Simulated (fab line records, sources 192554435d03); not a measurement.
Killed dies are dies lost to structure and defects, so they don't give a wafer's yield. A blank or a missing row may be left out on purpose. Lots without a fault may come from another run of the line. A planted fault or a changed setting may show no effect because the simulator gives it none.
Split-lot experiment | flow n5_finfet | 7 lots, 21 wafers read, on a route of 1938 steps

THE SPLIT
At N5_BEOL_M14_EXPOSE_25 (exposes mask M14, target cd 280 nm), the setting dose_mj was moved away from the recipe's 26.6 on 7 of the 21 wafers read, by -6.9% to +5.6%. The other wafers ran this setting at the recipe's value.

FROM THE SPLIT TO THE READING: what the file shows between them, 3 steps
- N5_BEOL_M14_PEB_26: peb time 90 s
- N5_BEOL_M14_DEVELOP_27: develop time 45 s
- N5_BEOL_M14_HARDBAKE_32: time 120 s

THE READING
cd_nm, in nm, at N5_BEOL_M14_CD_MEAS_28 (target cd 284.4 nm). Fault-free wafers of this fab line usually give 284.3 nm, standard deviation 1.8 nm.

wafer  | tool, chamber at the split | dose_mj as run | against the recipe | cd_nm, nm | against lot-mates on the recipe
L080.2 | krf_scanner-02, 0          | 26.6           | recipe             | 286.4     | -
L080.3 | krf_scanner-02, 0          | 26.6           | recipe             | 282.9     | -
L080.6 | krf_scanner-02, 0          | 27.67          | +4.0%              | 294.7     | +10.1
L074.2 | krf_scanner-02, 0          | 26.6           | recipe             | 281.3     | -
L074.4 | krf_scanner-02, 0          | 26.6           | recipe             | 284.3     | -
L074.5 | krf_scanner-02, 0          | 26.6           | recipe             | 282.4     | -
L084.1 | krf_scanner-01, 0          | 28.08          | +5.6%              | 293.2     | +7.6
L084.2 | krf_scanner-01, 0          | 28.08          | +5.6%              | 295.0     | +9.4
L084.3 | krf_scanner-01, 0          | 26.6           | recipe             | 285.6     | -
L083.2 | krf_scanner-01, 0          | 24.77          | -6.9%              | 270.4     | -13.2
L083.5 | krf_scanner-01, 0          | 26.6           | recipe             | 284.2     | -
L083.6 | krf_scanner-01, 0          | 26.6           | recipe             | 283.1     | -
L087.2 | krf_scanner-02, 0          | 27.51          | +3.4%              | 287.7     | +3.0
L087.4 | krf_scanner-02, 0          | 26.6           | recipe             | 284.7     | -
L087.5 | krf_scanner-02, 0          | 27.51          | +3.4%              | 289.1     | +4.4
L092.2 | krf_scanner-01, 0          | 24.86          | -6.5%              | 272.2     | -11.9
L092.4 | krf_scanner-01, 0          | 26.6           | recipe             | 282.4     | -
L092.6 | krf_scanner-01, 0          | 26.6           | recipe             | 285.8     | -
L094.1 | krf_scanner-01, 0          | 26.6           | recipe             | 285.9     | -
L094.4 | krf_scanner-01, 0          | 26.6           | recipe             | 283.6     | -
L094.5 | krf_scanner-01, 0          | 26.6           | recipe             | 281.0     | -

THE FIT
A straight line over all 21 wafers: cd_nm changes by +1.87 nm for each +1% of dose_mj; r = +0.96; the points scatter about the line by 1.8 nm.
The same after taking each lot's own level away (the mean of its wafers on the recipe; 21 wafers): +1.73 nm for each +1%; r = +0.95; scatter 1.7 nm.
On that fit, the largest move of dose_mj shifts the reading by 12 nm.
The lots' own levels span 282.67 to 285.60 nm, that is 1.6 times the standard deviation above.
So the lot-to-lot level changes the slope little: the two slopes agree.
Check: with one of the wafers moved furthest among these (-6.9%) left out of the fit, the line predicts -11.6 nm for it against its lot-mates. It came out at -13.2 nm against them.

OTHER SPLITS ON THESE WAFERS
These wafers also went through other splits before the reading. Each is held against what the fit with the lots' levels taken away leaves over:
other split on the same wafers  | wafers away from the commonest value | r with cd_nm (lot level and that fit taken away)
N5_BEOL_M8_EXPOSE_25 dose_mj    | 9                                    | +0.11
N5_BEOL_M8_VIA_ETCH_34 source_w | 9                                    | -0.02
N5_BEOL_M9_ETCH_66 time_s       | 6                                    | +0.30
N5_BEOL_M11_COAT_22 spin_rpm    | 4                                    | -0.14
N5_BEOL_M12_ETCH_68 time_s      | 6                                    | +0.00
N5_BEOL_M12_SPUTTER_44 time_s   | 4                                    | +0.41
N5_BEOL_M13_SPUTTER_43 time_s   | 9                                    | +0.02

THE WHOLE CHAIN: every reading that the file lists as answering this split, in the file's order
step                   | what it does             | reading                                                         | change (the file's fit)              | r (the file's)
N5_BEOL_M14_CD_MEAS_28 | target cd 284.4 nm       | cd_nm                                                           | +1.81 nm for each +1% of the setting | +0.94
N5_BEOL_M14_DESCUM_33  | chemistry O2, time 7.9 s | BEOL_M14.cd_nm (the simulator's own value, which no gauge read) | +1.81 nm for each +1% of the setting | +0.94

THE FILE'S OWN FIT
cd_nm changes by +1.81 nm for each +1% of dose_mj, r = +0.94.
